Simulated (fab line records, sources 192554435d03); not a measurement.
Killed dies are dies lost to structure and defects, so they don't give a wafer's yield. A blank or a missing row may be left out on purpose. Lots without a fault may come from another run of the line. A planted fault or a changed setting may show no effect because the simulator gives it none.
Chamber matching | flow n5_finfet | N5_BEOL_M0_SAQP_MANDREL2_REMOVE_110 on rie_si-01: 4 sister chambers
The step chemistry HBr/Cl2/O2, target a-Si, stops on SiCN, bt time 10 s. 7 wafers are shown with their chamber, then 7 later ones without.

WAFERS WITH THEIR CHAMBER
wafer  | chamber | drypump_motor_current_A (A) | oes_product_au (a.u.)
L077.6 | 3       | 4.8                         | 0.985
L082.6 | 0       | 5.2                         | 0.998
L088.1 | 1       | 5.7                         | 0.991
L088.2 | 2       | 5.0                         | 0.993
L088.5 | 2       | 5.1                         | 0.996
L092.1 | 0       | 5.2                         | 0.988
L092.3 | 1       | 5.6                         | 0.969

WAFERS WITHOUT THEIR CHAMBER
wafer  | drypump_motor_current_A (A) | oes_product_au (a.u.)
L092.5 | 5.7                         | 0.974
L095.2 | 5.0                         | 0.995
L095.5 | 4.8                         | 0.988
L095.6 | 5.2                         | 1.010
L097.2 | 4.8                         | 1.003
L097.4 | 5.7                         | 0.983
L097.6 | 4.8                         | 1.003

WHICH CHAMBER EACH WENT THROUGH
wafer  | from the rows above     | in truth
L092.5 | 1                       | 1
L095.2 | 2                       | 2
L095.5 | 3                       | 3
L095.6 | can't be placed: 0 or 2 | 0
L097.2 | 3                       | 3
L097.4 | 1                       | 1
L097.6 | 3                       | 3
Placed correctly: 6 of 7. Can't be placed from these rows: 1 (the true chamber is among the candidates in 1). Placed wrongly: 0.
How it was worked out, from the rows above alone: a wafer's distance from a chamber is the root of the sum, over the readings, of the square of ((its reading less the chamber's mean) divided by the reading's scatter). The wafer belongs to the nearest chamber; if the next one is less than 2 further off, it can't be placed. A chamber's mean is the mean of its shown wafers. The scatter: the root of (the sum of the squares of (reading less its chamber's mean) over the shown wafers, divided by (wafers less chambers)).
